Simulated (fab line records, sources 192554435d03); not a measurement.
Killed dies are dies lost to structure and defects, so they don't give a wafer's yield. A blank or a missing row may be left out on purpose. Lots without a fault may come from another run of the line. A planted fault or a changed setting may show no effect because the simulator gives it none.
Split-lot experiment | flow n5_finfet | 7 lots, 21 wafers read, on a route of 1938 steps

THE SPLIT
At N5_BEOL_M2_DEP_57 (deposits SiCN from 3MS/NH3, target thk 8 nm, time 14 s), the setting time_s was moved away from the recipe's 14 s on 7 of the 21 wafers read, by -8.7% to +13.5%. The other wafers ran this setting at the recipe's value.

The reading is taken at the split's own step.

THE READING
SiCN_of_BEOL_M2_DEP_57.thk_nm (the simulator's own value, which no gauge read), in nm, at N5_BEOL_M2_DEP_57 (deposits SiCN from 3MS/NH3, target thk 8 nm, time 14 s). The file gives no usual value for it. The 14 wafers here that ran the recipe average 7.9 nm, standard deviation 0.15 nm.

wafer  | tool, chamber at the split | time_s as run, s | against the recipe | SiCN_of_BEOL_M2_DEP_57.thk_nm, nm | against lot-mates on the recipe
L078.3 | pecvd-01, 1,0              | 12.78            | -8.7%              | 7.4                               | -0.6
L078.6 | pecvd-01, 1,0              | 12.78            | -8.7%              | 7.4                               | -0.6
L078.4 | pecvd-01, 2                | 14               | recipe             | 8                                 | -
L085.2 | pecvd-03, 2                | 14               | recipe             | 8                                 | -
L085.3 | pecvd-03, 0                | 15.89            | +13.5%             | 9                                 | +1.0
L085.5 | pecvd-03, 0                | 15.89            | +13.5%             | 9.4                               | +1.4
L084.1 | pecvd-03, 0                | 14               | recipe             | 8.2                               | -
L084.3 | pecvd-03, 2,1              | 14               | recipe             | 8                                 | -
L084.5 | pecvd-03, 2,1              | 14               | recipe             | 8                                 | -
L087.1 | pecvd-04, 0,2,1            | 14               | recipe             | 7.8                               | -
L087.2 | pecvd-04, 0,2,1            | 14               | recipe             | 7.8                               | -
L087.6 | pecvd-04, 0,2,1            | 14               | recipe             | 7.8                               | -
L091.1 | pecvd-04, 0                | 14               | recipe             | 7.8                               | -
L091.3 | pecvd-04, 1                | 13.05            | -6.8%              | 7.4                               | -0.4
L091.5 | pecvd-04, 1                | 13.05            | -6.8%              | 7.4                               | -0.4
L096.1 | pecvd-04, 0                | 14               | recipe             | 7.6                               | -
L096.4 | pecvd-04, 1                | 14               | recipe             | 8                                 | -
L096.5 | pecvd-04, 0                | 13.36            | -4.6%              | 7.4                               | -0.4
L097.1 | pecvd-04, 0                | 14               | recipe             | 7.8                               | -
L097.2 | pecvd-04, 1                | 14               | recipe             | 8                                 | -
L097.4 | pecvd-04, 1                | 14               | recipe             | 8                                 | -
Where a row lists several chambers, the file gives one row for several wafers and doesn't say which wafer went through which chamber.

THE FIT
A straight line over all 21 wafers: SiCN_of_BEOL_M2_DEP_57.thk_nm changes by +0.0847 nm for each +1% of time_s; r = +0.95; the points scatter about the line by 0.16 nm.
The same after taking each lot's own level away (the mean of its wafers on the recipe; 21 wafers): +0.0801 nm for each +1%; r = +0.97; scatter 0.12 nm.
On that fit, the largest move of time_s shifts the reading by 1.1 nm.
The lots' own levels span 7.80 to 8.07 nm, that is 1.8 times the standard deviation above.
So the lot-to-lot level changes the slope little: the two slopes agree.
Check: with one of the wafers moved furthest among these (+13.5%) left out of the fit, the line predicts +1.18 nm for it against its lot-mates. It came out at +1 nm against them.

OTHER SPLITS ON THESE WAFERS
These wafers also went through other splits before the reading. Each is held against what the fit with the lots' levels taken away leaves over:
other split on the same wafers | wafers away from the commonest value | r with SiCN_of_BEOL_M2_DEP_57.thk_nm (lot level and that fit taken away)
N5_BEOL_M1_ETCH_70 source_w    | 6                                    | +0.25
N5_BEOL_M2_ILD_DEP_00 time_s   | 7                                    | +0.25

THE FILE'S OWN FIT
SiCN_of_BEOL_M2_DEP_57.thk_nm changes by +0.0799 nm for each +1% of time_s, r = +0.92.
